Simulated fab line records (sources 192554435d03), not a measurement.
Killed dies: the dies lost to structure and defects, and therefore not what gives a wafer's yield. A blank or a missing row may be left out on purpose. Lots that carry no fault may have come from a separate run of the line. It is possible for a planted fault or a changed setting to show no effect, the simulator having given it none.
Comparing a struck lot with a sound one + flow n5-finfet + 15 out of 1938 route steps
Sound: these wafers, L113.2, L113.3, L113.5. Wafers L120.3, L120.5 were the ones struck. The cause is named last.
Order at every step that has rows: each side's tool, ch and its chambers, its first start. Under that, the readings that differ: sound wafers + struck wafers + difference of the means + sigmas: that difference in standard deviations of wafers without a fault.
alike: words and numbers the same on both sides, and readings whose means are apart by under 2 such deviations; not compared: readings that were withheld, readings missing a value for some wafer, numbers with overlapping values and no deviation given by the record, and bounds like >300 which may hide the same value.
Wherever a step has rows on one side only, a row that says differs or no value, or a row with sigmas, the two part there. When numbers do not overlap yet have no deviation, they are printed without sigmas and do not part them. A reading that every wafer of one side lacks parts them only if that side has two wafers or more.

first, 6 steps without rows for these wafers: N5_BEOL_M9_COAT_22 (resist thk 30 nm); N5_BEOL_M9_EBR_24; N5_BEOL_M9_SOFTBAKE_23 (time 60 s); N5_BEOL_M9_EXPOSE_25 (exposes mask V8); N5_BEOL_M9_PEB_26 (peb time 60 s); N5_BEOL_M9_DEVELOP_27 (develop time 30 s).
N5_BEOL_M9_CD_MEAS_28: the cd target is 70 nm.
  sound on cd-sem-03 ch 0, day 12 15:18; struck on cd-sem-03 ch 0, day 14 15:41
  alike: cd-nm
N5_BEOL_M9_OVL_MEAS_29:
  sound on overlay-02 ch 0, day 12 15:20; struck on overlay-01 ch 0, day 14 15:43
  alike: V8_OVL
N5_BEOL_M9_INSPECT_30: inspects for defects (brightfield).
  struck on defect-inspect-01, day 14 15:46; sound on defect-inspect-01, day 12 15:23
  alike: raw-defect-count
N5_BEOL_M9_DESCUM_33: chemistry O2, time 7 s.
  sound on rie-diel-04 ch 0,2,3, day 12 15:25; struck on rie-diel-01 ch 0,1, day 14 15:50
  alike: drypump-motor-current-A, oes-product-au, rf-vpp-V, showerhead-plenum-p-Torr, throttle-valve-pct
  not compared: rf-hours-counter-h
N5_BEOL_M9_ETCH_76: etches underlayer in N2/H2, target depth 6.5 nm, time 5.2 s.
  sound on rie-diel-04 ch 0,2,3, day 12 15:28; struck on rie-diel-01 ch 0,1, day 14 15:53
  alike: drypump-motor-current-A, etch-rf-on-time-s, oes-product-au, rf-vpp-V, showerhead-plenum-p-Torr, throttle-valve-pct
  not compared: rf-hours-counter-h
N5_BEOL_M9_ETCH_65: etches SiARC in CF4, target depth 15.6 nm, time 26 s.
  sound on rie-diel-04 ch 0,2,3, day 12 15:29; struck on rie-diel-01 ch 0,1, day 14 15:54
  alike: drypump-motor-current-A, etch-rf-on-time-s, oes-product-au, rf-vpp-V, showerhead-plenum-p-Torr, throttle-valve-pct
  not compared: rf-hours-counter-h
N5_BEOL_M9_ETCH_66: etches SOC in N2/H2, target depth 80 nm, overetch 16 nm, time 120 s.
  sound on rie-diel-04 ch 0,2,3, day 12 15:30; struck on rie-diel-01 ch 0,1, day 14 15:55
| reading                                    | sound       | struck  | difference | sigmas |
|--------------------------------------------|-------------|---------|------------|--------|
| model.SiARC_of_BEOL_M9_COAT_64.thk-nm (nm) | 6.8 6.2 6.6 | 2.4 2.8 | -3.9       |        |
  alike: drypump-motor-current-A, oes-product-au, rf-vpp-V, showerhead-plenum-p-Torr, throttle-valve-pct
  not compared: rf-hours-counter-h
then, 1 step without rows for these wafers: N5_BEOL_M9_STRIP_69 (strips in N2/H2).
-- the record jumps here: 3 days lie between the struck wafers' starts before and after (it left off in module BEOL_M9 and takes up again in module PASSIVATION, whose first step shown is number 1936 of the route) --
N5_PASSIVATION_PROBE_49:
  only the struck wafers here have rows in the record (prober-02, day 17 11:37); the sound ones have none

## WHERE THEY PART
At N5_PASSIVATION_PROBE_49 and nowhere else, as far as this record goes.

WHY: what the simulator had put in
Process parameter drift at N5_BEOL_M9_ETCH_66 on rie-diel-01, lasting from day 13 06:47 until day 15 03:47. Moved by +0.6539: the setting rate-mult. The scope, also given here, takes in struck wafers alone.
